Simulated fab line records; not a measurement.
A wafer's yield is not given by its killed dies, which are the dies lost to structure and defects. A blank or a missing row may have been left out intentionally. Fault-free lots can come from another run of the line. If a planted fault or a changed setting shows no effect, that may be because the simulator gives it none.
Problem report in the 8D (eight disciplines) form, filled by code	flow n5-finfet	the parts of the form that need people (team, actions taken, sign-off) are left out

== 1. WHAT IS WRONG ==
Wafers without a fault read 1500.2 rpm, standard deviation 0.96; spin-speed-rpm at N5_BEOL_M1_COAT_61 reads a mean of 1283.1 rpm on 6 wafers belonging to 2 lots. So: -99 or more standard deviations from the usual mean.
The step: time 60 s, resist thk 60 nm.
The first sign was on wafer L958.2 at day 9 11:33, on litho-track-02. The record has a number at this step for 30 wafers belonging to 10 lots. Rule for "out" (also "out of limits"): further than 4 standard deviations from the usual mean. The other wafers with a number count as sound.

== 2. WHAT IT IS, AND WHAT IT ISN'T ==
question	is	is not
which readings at this step	spin-speed-rpm	chill-plate-temp-C, plate-temp-C
which lots	L958, L961	L948, L949, L952, L954, L955, L964, L965, L967
which wafers of those lots	all that have a number	-
read on which tools	litho-track-02	litho-track-04, litho-track-05
when	from day 9 11:33	up to then (15 sound wafers); but 9 sound wafers of L964, L965, L967 came after

== 3. THE SUSPECTS, EACH WITH WHAT RULES IT OUT ==
Counting: any tool at a process step up to the reading is kept as a suspect provided that every lot that is out went through it and no sound lot did after the first of them.
- litho-track-02 at N5_BEOL_M1_COAT_61 (time 60 s, resist thk 60 nm): kept. Every lot that is out went through it, starting with L958 (day 9 11:33), and after that it ran no sound lot; the last sound lot it ran before then is L952 (day 8 05:30). Out on those wafers are its own readings of spin-speed-rpm.
The count leaves litho-track-02 at N5_BEOL_M1_COAT_61.

== 4. THE CAUSE (what the simulator had put in) ==
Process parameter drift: litho-track-02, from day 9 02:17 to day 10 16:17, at N5_BEOL_M1_COAT_61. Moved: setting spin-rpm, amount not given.
The count eliminated every tool but this one.

== 5. SEQUENCE OF EFFECTS, ordered by route ==
Each row: a reading where the mean over the struck wafers with a number is more than 3 standard deviations away from the usual. Readings are gone through only where the record gives a usual standard deviation; hours: the median, over the lots, of the time from a lot's start at the first step in this table giving one to that lot's start at this step; sigmas: the change measured in usual standard deviations.
hours	step	reading	usual	on struck wafers	change	sigmas
0	N5_BEOL_M1_COAT_61	spin-speed-rpm	1500.2 rpm	1283.1	-217.1	-99 or more
Its process steps:
- N5_BEOL_M1_COAT_61: time 60 s, resist thk 60 nm.
At these later measuring or inspecting steps, every struck wafer for which the step has a row has a number for every such reading, and none has moved that far: N5_BEOL_M4_RC_MEAS_101.

== 6. HOW IT WOULD HAVE BEEN CAUGHT EARLIER ==
In this record no reading fell out of limits until day 9 11:33, 9 hours after the fault had begun at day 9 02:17.
